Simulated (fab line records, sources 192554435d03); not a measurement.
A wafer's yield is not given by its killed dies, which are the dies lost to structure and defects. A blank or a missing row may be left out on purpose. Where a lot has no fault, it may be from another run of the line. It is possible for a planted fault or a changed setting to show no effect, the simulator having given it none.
Struck lot and sound lot, side by side / flow n5 finfet / 14 out of 1938 route steps
Sound: these wafers, L156.3, L156.4, L156.6. Wafers L150.1, L150.5, L150.6 were the ones struck. The cause is named last.
Each step with rows lists, per side, the tool, then ch with its chambers, then its first start. Under that, the readings that differ: sound wafers / struck wafers / difference of the means / sigmas: that difference in standard deviations of wafers without a fault.
alike: readings whose means differ by less than 2 such deviations, and words and numbers that are the same on both sides. not compared: withheld readings, readings that some wafer has no value for, bounds like >300 that may hide the same value, and numbers for which the record gives no deviation and whose values overlap.
A row with sigmas, a row that says differs or no value, or rows on one side alone: a step with any of these is where the two part. Numbers that have no deviation but don't overlap get no sigmas and don't part them. A reading that every wafer of one side lacks parts them only if that side has two wafers or more.

N5_BEOL_M11_ILD_DEP_00: deposits SiCOH lowk from DEMS/porogen, target thk 308.51 nm, time 58 s.
  sound on pecvd-02 ch 1,2, day 15 08:35; struck on pecvd-02 ch 0,1, day 13 23:56
  alike: heater power w, showerhead plenum p Torr, throttle valve pct
  not compared: since wet clean h
N5_BEOL_M11_CURE_71: cures SiCOH lowk, time 240 s.
  sound on uv cure-02 ch 2, day 15 09:23; struck on uv cure-02 ch 0, day 14 00:03
  alike: lamp power pct, wafer_temp_C_max
N5_BEOL_M11_THK_MEAS_01:
  struck on film metro-02, day 14 00:34; sound on film metro-02, day 15 09:44
  alike: M11_ILD_THK
N5_BEOL_M11_PECVD_70: deposits SiO2 from TEOS/O2, target thk 20 nm, time 22.7 s.
  sound on pecvd-04 ch 0,2, day 15 09:47; struck on pecvd-04 ch 1,2, day 14 00:36
  alike: heater power w, showerhead plenum p Torr, throttle valve pct
  not compared: since wet clean h
N5_BEOL_M11_HM_DEP_02: deposits TiN, target thk 20 nm.
  struck on pvd sputter-02, day 14 01:07; sound on pvd sputter-01, day 15 10:25
  alike: chamber pressure pa, throttle valve pct
then, 7 steps without rows for these wafers: N5_BEOL_M11_COAT_59 (time 60 s, resist thk 100 nm); N5_BEOL_M11_COAT_60 (time 60 s, resist thk 30 nm); N5_BEOL_M11_COAT_05 (resist thk 90 nm); N5_BEOL_M11_EBR_07; N5_BEOL_M11_SOFTBAKE_06 (time 60 s); N5_BEOL_M11_EXPOSE_08 (exposes mask M11); N5_BEOL_M11_PEB_09 (peb time 60 s).
N5_BEOL_M11_DEVELOP_10: develop time 30 s.
  struck on litho track-01, day 14 01:34; sound on litho track-02 ch 0, day 15 10:55
  no value came back on the struck wafers for chill plate temp C (C), develop time s (s), developer temp C (C); on the sound wafers chill plate temp C (C) reads 22.88 22.91 22.87
reading=model.CAR-ArF_of_BEOL_M11_COAT_05.thk nm (nm); sound=88 88.2 88.2; struck=89.6 89.8 89.8; difference=+1.6; sigmas=
N5_BEOL_M11_CD_MEAS_11 targets a cd of 64.1 nm.
  sound on cd sem-02 ch 0, day 15 10:59; struck on cd sem-02 ch 0, day 14 01:37
reading=cd nm (nm); sound=64.3 64.4 63.7; struck=- - -; difference=no value on the struck wafers; sigmas=

WHERE THEY PART
At N5_BEOL_M11_DEVELOP_10 first; at N5_BEOL_M11_CD_MEAS_11 last (within this record only).

WHY: the cause the simulator had injected
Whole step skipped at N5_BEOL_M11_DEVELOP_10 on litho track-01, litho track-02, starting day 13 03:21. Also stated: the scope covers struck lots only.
